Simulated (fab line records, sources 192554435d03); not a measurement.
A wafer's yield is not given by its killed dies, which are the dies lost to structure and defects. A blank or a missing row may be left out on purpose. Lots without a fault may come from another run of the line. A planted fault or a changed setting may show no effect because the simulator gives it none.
One fault through the eyes of 3 desks || flow n5Finfet || every desk sees just its own numbers, and what lay behind them comes last

== THE DEFECT DESK ==
Per lot, the means of the sampled wafers with a number show what the inspections along the route counted. The brackets show how far a lot's mean lies from the usual mean; more than 4 standard deviations puts the lot out of limits, marked OUT.
Columns: A = rawDefectCount at N5_BEOL_M3_INSPECT_13, usual 435
{"lot": "L600", "first seen here": "day 7 02:10", "A": 586}
{"lot": "L601", "first seen here": "day 7 02:45", "A": 504}
{"lot": "L603", "first seen here": "day 7 21:19", "A": 486}
{"lot": "L605", "first seen here": "day 8 12:43", "A": 392}
{"lot": "L609", "first seen here": "day 9 09:58", "A": 413}
{"lot": "L608", "first seen here": "day 9 16:13", "A": 324}
{"lot": "L610", "first seen here": "day 9 22:12", "A": 458}
{"lot": "L611", "first seen here": "day 10 03:31", "A": 379}
{"lot": "L616", "first seen here": "day 11 05:46", "A": 495}
{"lot": "L619", "first seen here": "day 12 02:59", "A": 318}
This desk found nothing out of limits on any of the 10 lots.

== TOOL OWNER'S DESK, euvScanner-02 ==
The tool's own readings at N5_BEOL_M3_EXPOSE_08 (exposes mask M3): means of the sampled wafers that have a number, for each lot that ran on this tool. The brackets show how far a lot's mean lies from the usual mean; more than 4 standard deviations puts the lot out of limits, marked OUT.
Columns: A = exposureDoseMJCm2 at N5_BEOL_M3_EXPOSE_08, usual 33.04; B = reticleTempC at N5_BEOL_M3_EXPOSE_08, usual 22.99 C
{"lot": "L600", "first seen here": "day 7 01:58", "A": 32.81, "B": 22.89}
{"lot": "L601", "first seen here": "day 7 02:32", "A": 32.89, "B": 23.00}
{"lot": "L603", "first seen here": "day 7 21:07", "A": 32.91, "B": 22.88}
{"lot": "L609", "first seen here": "day 9 09:45", "A": 32.88, "B": 22.87}
{"lot": "L610", "first seen here": "day 9 21:59", "A": 32.88, "B": 23.00}
{"lot": "L616", "first seen here": "day 11 05:33", "A": "34.07 (+4.1) OUT", "B": 22.81}
Finding of this desk: L616 out of limits; the first was L616 at day 11 05:33, on exposureDoseMJCm2 at N5_BEOL_M3_EXPOSE_08. L600, L601, L603, L609, L610: within limits.

== METROLOGY DESK ==
Lot by lot, what the gauges showed, no matter which tool ran the lot: averages of those sampled wafers that carry a number. The brackets show how far a lot's mean lies from the usual mean; more than 4 standard deviations puts the lot out of limits, marked OUT. 7 of its 12 readings are shown, namely those furthest out on some lot.
Columns: A = cdNm at N5_BEOL_M3_CD_MEAS_11, usual 17.13 nm; B = DIBL_N at N5_BEOL_M4_RC_MEAS_101, usual 35.9 mV/V; C = DIBL_P at N5_BEOL_M4_RC_MEAS_101, usual 36.2 mV/V; D = IOFF_N at N5_BEOL_M4_RC_MEAS_101, usual 0.16 nA/um; E = ION_N at N5_BEOL_M4_RC_MEAS_101, usual 676 uA/um; F = SS_P at N5_BEOL_M4_RC_MEAS_101, usual 73.2 mV/dec; G = VT_N at N5_BEOL_M4_RC_MEAS_101, usual 250 mV
{"lot": "L600", "first seen here": "day 7 00:19", "A": 17.07, "B": 35.9, "C": 36.0, "D": 0.15, "E": 680, "F": 72.9, "G": 252}
{"lot": "L601", "first seen here": "day 7 02:03", "A": 17.19, "B": 35.1, "C": 36.9, "D": 0.15, "E": 675, "F": 73.4, "G": 251}
{"lot": "L603", "first seen here": "day 7 20:20", "A": 16.87, "B": 32.1, "C": 33.1, "D": 0.11, "E": 658, "F": 71.9, "G": 255}
{"lot": "L605", "first seen here": "day 8 10:30", "A": 17.57, "B": 35.3, "C": 36.0, "D": 0.14, "E": 667, "F": 73.6, "G": 251}
{"lot": "L609", "first seen here": "day 9 08:23", "A": 17.05, "B": 36.4, "C": 36.8, "D": 0.16, "E": 680, "F": 73.1, "G": 248}
{"lot": "L608", "first seen here": "day 9 13:58", "A": 17.28, "B": 35.2, "C": 37.5, "D": 0.16, "E": 681, "F": 73.3, "G": 250}
{"lot": "L610", "first seen here": "day 9 21:12", "A": 17.07, "B": 37.4, "C": 36.9, "D": 0.16, "E": 671, "F": 73.2, "G": 251}
{"lot": "L611", "first seen here": "day 10 02:19", "A": 17.33, "B": 36.8, "C": 35.7, "D": 0.16, "E": 673, "F": 73.4, "G": 250}
{"lot": "L616", "first seen here": "day 11 04:28", "A": 17.83, "B": 36.2, "C": 35.4, "D": 0.16, "E": 677, "F": 72.9, "G": 248}
{"lot": "L619", "first seen here": "day 12 02:07", "A": 17.20, "B": 38.0, "C": 39.0, "D": 0.20, "E": 681, "F": 73.7, "G": 247}
This desk found nothing out of limits on any of the 10 lots.

== PUT TOGETHER ==
At day 11 05:33, on L616, the tool owner's desk was in a position to raise an alarm.
Nothing the defect desk looked at was out of limits.
Metrology desk: nothing out of limits seen.
The defect desk has L616 on record, within its limits.
The metrology desk has L616 on record, within its limits.
The lots listed all ran N5_BEOL_M3_EXPOSE_08 on euvScanner-02.

== WHAT THE SIMULATOR HAD PUT IN ==
Drift in process parameters on euvScanner-02 at N5_BEOL_M3_EXPOSE_08, starting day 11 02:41. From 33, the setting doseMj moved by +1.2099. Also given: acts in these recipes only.
Shown lots that were struck: L616.
Hours from the fault's start to each desk's first reading out of limits: the tool owner's desk, 3.
